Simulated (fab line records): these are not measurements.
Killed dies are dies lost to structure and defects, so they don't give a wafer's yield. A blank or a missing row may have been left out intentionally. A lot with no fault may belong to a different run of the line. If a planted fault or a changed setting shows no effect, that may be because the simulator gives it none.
Split-lot trial || flow n5_finfet || route with 1938 steps; 7 lots, 21 wafers read

== ON THE SPLIT ==
At N5_HKMG_FIN_COAT_43 (resist thk 90 nm), the setting spin_rpm was moved away from the recipe's 1500 rpm on 8 of the 21 wafers read, by -10.8% to +4.3%. All remaining wafers had this setting at the recipe value.

== FROM THE SPLIT TO THE READING: what the file shows between them, 6 steps ==
- N5_HKMG_FIN_EBR_45
- N5_HKMG_FIN_SOFTBAKE_44: time 60 s
- N5_HKMG_FIN_EXPOSE_46: exposes mask NDIPOLE
- N5_HKMG_FIN_PEB_47: peb time 60 s
- N5_HKMG_FIN_DEVELOP_48: develop time 30 s
- N5_HKMG_FIN_DESCUM_53: chemistry O2, time 7.9 s

== THE READING ==
CAR-ArF_of_HKMG_FIN_COAT_43.thk_nm (the simulator's own value, which no gauge read), in nm, at N5_HKMG_FIN_ETCH_54 (etches SiARC in CF4, target depth 45.5 nm, time 75.8 s). No usual value for it is given in the file. Here, 13 wafers ran the recipe; their average is 50.9 nm with a standard deviation of 0.7 nm.

{"wafer": "L076.1", "tool, chamber at the split": "litho_track-01, 0", "spin_rpm as run, rpm": 1500, "against the recipe": "recipe", "CAR-ArF_of_HKMG_FIN_COAT_43.thk_nm, nm": 50.6, "against lot-mates on the recipe": "-"}
{"wafer": "L076.2", "tool, chamber at the split": "litho_track-01, 0", "spin_rpm as run, rpm": 1457, "against the recipe": "-2.9%", "CAR-ArF_of_HKMG_FIN_COAT_43.thk_nm, nm": 51.8, "against lot-mates on the recipe": "+1.2"}
{"wafer": "L076.5", "tool, chamber at the split": "litho_track-01, 0", "spin_rpm as run, rpm": 1457, "against the recipe": "-2.9%", "CAR-ArF_of_HKMG_FIN_COAT_43.thk_nm, nm": 52.4, "against lot-mates on the recipe": "+1.8"}
{"wafer": "L075.1", "tool, chamber at the split": "litho_track-03, 0", "spin_rpm as run, rpm": 1500, "against the recipe": "recipe", "CAR-ArF_of_HKMG_FIN_COAT_43.thk_nm, nm": 50.8, "against lot-mates on the recipe": "-"}
{"wafer": "L075.2", "tool, chamber at the split": "litho_track-03, 0", "spin_rpm as run, rpm": 1500, "against the recipe": "recipe", "CAR-ArF_of_HKMG_FIN_COAT_43.thk_nm, nm": 51.2, "against lot-mates on the recipe": "-"}
{"wafer": "L075.4", "tool, chamber at the split": "litho_track-03, 0", "spin_rpm as run, rpm": 1500, "against the recipe": "recipe", "CAR-ArF_of_HKMG_FIN_COAT_43.thk_nm, nm": 51, "against lot-mates on the recipe": "-"}
{"wafer": "L079.3", "tool, chamber at the split": "litho_track-01, 0", "spin_rpm as run, rpm": 1445, "against the recipe": "-3.7%", "CAR-ArF_of_HKMG_FIN_COAT_43.thk_nm, nm": 51, "against lot-mates on the recipe": "+0.8"}
{"wafer": "L079.4", "tool, chamber at the split": "litho_track-01, 0", "spin_rpm as run, rpm": 1500, "against the recipe": "recipe", "CAR-ArF_of_HKMG_FIN_COAT_43.thk_nm, nm": 51, "against lot-mates on the recipe": "-"}
{"wafer": "L079.5", "tool, chamber at the split": "litho_track-01, 0", "spin_rpm as run, rpm": 1500, "against the recipe": "recipe", "CAR-ArF_of_HKMG_FIN_COAT_43.thk_nm, nm": 49.4, "against lot-mates on the recipe": "-"}
{"wafer": "L080.2", "tool, chamber at the split": "litho_track-02, 0", "spin_rpm as run, rpm": 1561, "against the recipe": "+4.1%", "CAR-ArF_of_HKMG_FIN_COAT_43.thk_nm, nm": 49.2, "against lot-mates on the recipe": "no lot-mate on the recipe"}
{"wafer": "L080.3", "tool, chamber at the split": "litho_track-02, 0", "spin_rpm as run, rpm": 1561, "against the recipe": "+4.1%", "CAR-ArF_of_HKMG_FIN_COAT_43.thk_nm, nm": 50, "against lot-mates on the recipe": "no lot-mate on the recipe"}
{"wafer": "L080.5", "tool, chamber at the split": "litho_track-02, 0", "spin_rpm as run, rpm": 1561, "against the recipe": "+4.1%", "CAR-ArF_of_HKMG_FIN_COAT_43.thk_nm, nm": 50.2, "against lot-mates on the recipe": "no lot-mate on the recipe"}
{"wafer": "L089.2", "tool, chamber at the split": "litho_track-03, 0", "spin_rpm as run, rpm": 1500, "against the recipe": "recipe", "CAR-ArF_of_HKMG_FIN_COAT_43.thk_nm, nm": 50.4, "against lot-mates on the recipe": "-"}
{"wafer": "L089.3", "tool, chamber at the split": "litho_track-03, 0", "spin_rpm as run, rpm": 1338, "against the recipe": "-10.8%", "CAR-ArF_of_HKMG_FIN_COAT_43.thk_nm, nm": 54.2, "against lot-mates on the recipe": "+3.6"}
{"wafer": "L089.6", "tool, chamber at the split": "litho_track-03, 0", "spin_rpm as run, rpm": 1500, "against the recipe": "recipe", "CAR-ArF_of_HKMG_FIN_COAT_43.thk_nm, nm": 50.8, "against lot-mates on the recipe": "-"}
{"wafer": "L092.1", "tool, chamber at the split": "litho_track-01, 0", "spin_rpm as run, rpm": 1500, "against the recipe": "recipe", "CAR-ArF_of_HKMG_FIN_COAT_43.thk_nm, nm": 51, "against lot-mates on the recipe": "-"}
{"wafer": "L092.3", "tool, chamber at the split": "litho_track-01, 0", "spin_rpm as run, rpm": 1500, "against the recipe": "recipe", "CAR-ArF_of_HKMG_FIN_COAT_43.thk_nm, nm": 50.8, "against lot-mates on the recipe": "-"}
{"wafer": "L092.4", "tool, chamber at the split": "litho_track-01, 0", "spin_rpm as run, rpm": 1500, "against the recipe": "recipe", "CAR-ArF_of_HKMG_FIN_COAT_43.thk_nm, nm": 51, "against lot-mates on the recipe": "-"}
{"wafer": "L097.2", "tool, chamber at the split": "litho_track-02, 0", "spin_rpm as run, rpm": 1565, "against the recipe": "+4.3%", "CAR-ArF_of_HKMG_FIN_COAT_43.thk_nm, nm": 49.2, "against lot-mates on the recipe": -2.7}
{"wafer": "L097.5", "tool, chamber at the split": "litho_track-02, 0", "spin_rpm as run, rpm": 1500, "against the recipe": "recipe", "CAR-ArF_of_HKMG_FIN_COAT_43.thk_nm, nm": 51, "against lot-mates on the recipe": "-"}
{"wafer": "L097.6", "tool, chamber at the split": "litho_track-02, 0", "spin_rpm as run, rpm": 1500, "against the recipe": "recipe", "CAR-ArF_of_HKMG_FIN_COAT_43.thk_nm, nm": 52.8, "against lot-mates on the recipe": "-"}

THE FIT
A straight line over all 21 wafers: CAR-ArF_of_HKMG_FIN_COAT_43.thk_nm changes by -0.296 nm for each +1% of spin_rpm; r = -0.83; the points scatter about the line by 0.67 nm.
The same after taking each lot's own level away (the mean of its wafers on the recipe; 18 wafers): -0.383 nm for each +1%; r = -0.90; scatter 0.57 nm.
According to that fit, moving spin_rpm by its largest amount changes the reading by 4.1 nm.
Measured against the standard deviation above, the lots' own levels, which go from 50.20 to 51.90 nm, span 2.4 times it.
Thus the slope moves with the lot-to-lot level: the two fits are different.
Check: +5.17 nm against its lot-mates is what the line predicts for one of the wafers moved furthest among these (-10.8%) when that wafer is left out of the fit. Against them it came out at +3.6 nm.

== THESE WAFERS: OTHER SPLITS ==
Other splits were also applied to these wafers ahead of the reading. Each is held against what the fit with the lots' levels taken away leaves over:
{"other split on the same wafers": "N5_SDB_COAT_03 spin_rpm", "wafers away from the commonest value": 4, "r with CAR-ArF_of_HKMG_FIN_COAT_43.thk_nm (lot level and that fit taken away)": -0.47}
{"other split on the same wafers": "N5_HKMG_FIN_COAT_42 spin_rpm", "wafers away from the commonest value": 6, "r with CAR-ArF_of_HKMG_FIN_COAT_43.thk_nm (lot level and that fit taken away)": "+0.61"}

== THE WHOLE CHAIN: every reading that the file lists as answering this split, in the file's order ==
{"step": "N5_HKMG_FIN_COAT_43", "what it does": "resist thk 90 nm", "reading": "CAR-ArF_of_HKMG_FIN_COAT_43.thk_nm (the simulator's own value, which no gauge read)", "change (the file's fit)": "-0.476 nm for each +1% of the setting", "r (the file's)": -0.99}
{"step": "N5_HKMG_FIN_DEVELOP_48", "what it does": "develop time 30 s", "reading": "CAR-ArF_of_HKMG_FIN_COAT_43.thk_nm (the simulator's own value, which no gauge read)", "change (the file's fit)": "-0.47 nm for each +1% of the setting", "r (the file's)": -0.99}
{"step": "N5_HKMG_FIN_ETCH_54", "what it does": "etches SiARC in CF4, target depth 45.5 nm, time 75.8 s", "reading": "CAR-ArF_of_HKMG_FIN_COAT_43.thk_nm (the simulator's own value, which no gauge read)", "change (the file's fit)": "-0.368 nm for each +1% of the setting", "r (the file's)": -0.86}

== FILE'S OWN FIT ==
CAR-ArF_of_HKMG_FIN_COAT_43.thk_nm changes by -0.368 nm for each +1% of spin_rpm, r = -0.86.
